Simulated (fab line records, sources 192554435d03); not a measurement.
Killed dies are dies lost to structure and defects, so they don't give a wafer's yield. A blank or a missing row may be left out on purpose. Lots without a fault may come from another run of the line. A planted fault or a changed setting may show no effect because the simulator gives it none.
Chamber matching | flow n5_finfet | N5_BEOL_M8_DESCUM_33 on rie_diel-06: 4 sister chambers
The step chemistry O2, time 7 s. 16 wafers are shown with their chamber, then 8 later ones without.

WAFERS WITH THEIR CHAMBER
wafer  | chamber | drypump_motor_current_A (A) | throttle_valve_pct (%) | showerhead_plenum_p_Torr (Torr)
L077.3 | 1       | 5.2                         | 20.6                   | 2.18
L077.4 | 2       | 6.2                         | 20.6                   | 2.17
L077.5 | 2       | 6.2                         | 20.6                   | 2.17
L080.2 | 0       | 5.9                         | 20.5                   | 2.14
L080.4 | 2       | 6.1                         | 20.6                   | 2.17
L080.6 | 0       | 5.9                         | 20.5                   | 2.14
L086.2 | 0       | 5.9                         | 20.5                   | 2.13
L086.3 | 2       | 6.2                         | 20.4                   | 2.16
L086.4 | 3       | 6.8                         | 20.0                   | 2.13
L085.1 | 1       | 5.2                         | 20.6                   | 2.17
L085.3 | 0       | 5.9                         | 20.5                   | 2.13
L085.6 | 2       | 6.2                         | 20.4                   | 2.16
L087.3 | 0       | 5.9                         | 20.5                   | 2.13
L087.4 | 2       | 6.1                         | 20.4                   | 2.16
L087.5 | 1       | 5.2                         | 20.6                   | 2.17
L090.1 | 2       | 6.3                         | 20.4                   | 2.16

SIGNATURES (means of the wafers above)
reading                  | chamber 0 | chamber 1 | chamber 2 | chamber 3 | scatter within a chamber
drypump_motor_current_A  | 5.900     | 5.200     | 6.186     | 6.800     | 0.0488
throttle_valve_pct       | 20.500    | 20.600    | 20.486    | 20.000    | 0.0756
showerhead_plenum_p_Torr | 2.1340    | 2.1733    | 2.1643    | 2.1300    | 0.00546
Rule: a wafer's distance from a chamber is the root of the sum, over the readings, of the square of ((its reading less the chamber's mean) divided by the reading's scatter). The wafer belongs to the nearest chamber; if the next one is less than 2 further off, it can't be placed. The scatter: the root of (the sum of the squares of (reading less its chamber's mean) over the shown wafers, divided by (wafers less chambers)).

WAFERS WITHOUT THEIR CHAMBER
wafer  | drypump_motor_current_A (A) | throttle_valve_pct (%) | showerhead_plenum_p_Torr (Torr)
L090.2 | 6.8                         | 20.0                   | 2.12
L090.6 | 6.2                         | 20.4                   | 2.16
L096.1 | 6.8                         | 20.0                   | 2.11
L096.2 | 5.2                         | 20.4                   | 2.16
L096.4 | 5.2                         | 20.4                   | 2.16
L097.3 | 6.8                         | 20.0                   | 2.11
L097.5 | 6.7                         | 20.0                   | 2.11
L097.6 | 6.1                         | 20.4                   | 2.15

WHICH CHAMBER EACH WENT THROUGH
wafer  | from the rows above     | in truth
L090.2 | 3                       | 3
L090.6 | 2                       | 2
L096.1 | 3                       | 3
L096.2 | 1                       | 1
L096.4 | 1                       | 1
L097.3 | 3                       | 3
L097.5 | 3                       | 3
L097.6 | can't be placed: 2 or 0 | 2
Placed correctly: 7 of 8. Can't be placed from these rows: 1 (the true chamber is among the candidates in 1). Placed wrongly: 0.
